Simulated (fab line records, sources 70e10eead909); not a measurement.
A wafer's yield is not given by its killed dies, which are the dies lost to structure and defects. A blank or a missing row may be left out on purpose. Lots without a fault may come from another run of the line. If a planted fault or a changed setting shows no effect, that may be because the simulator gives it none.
Matching of chambers -- flow nand harc -- cmp-02 running NHARC_A_SGD_CUT_CMP_21: 4 sister chambers
The step polishes, target thk 148.19 nm. 4 wafers are shown with their chamber, then 7 later ones without.

## WAFERS PAIRED WITH THEIR CHAMBERS
wafer,chamber,motor current A (A)
L538.1,2,11.1
L538.3,0,12.9
L541.4,1,11.7
L541.5,3,13.1

## WAFERS WHOSE CHAMBER IS MISSING
wafer,motor current A (A)
L541.6,11.6
L542.2,11.4
L542.5,12.5
L542.6,12.9
L545.1,11.5
L545.3,12.2
L545.4,11.6

## WHICH CHAMBER EACH ONE RAN IN
wafer,from the rows above,in truth
L541.6,can't be placed: 1 or 2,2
L542.2,can't be placed: 1 or 2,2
L542.5,can't be placed: 0 or 3 or 1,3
L542.6,can't be placed: 0 or 3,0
L545.1,can't be placed: 1 or 2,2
L545.3,can't be placed: 1 or 0 or 3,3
L545.4,can't be placed: 1 or 2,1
Correct placement for 0 of the 7. Unplaceable from these rows: 7, with the true chamber sitting among the candidates in 7. Wrongly placed: 0.
How it was worked out, from the rows above alone: a wafer's distance from a chamber is the root of the sum, over the readings, of the square of ((its reading less the chamber's mean) divided by the reading's scatter). The wafer belongs to the nearest chamber; if the next one is less than 2 further off, it can't be placed. A chamber's mean is the mean of its shown wafers. The scatter: root of mean squared gap, hidden wafer to nearest shown wafer, with one shown wafer a chamber.
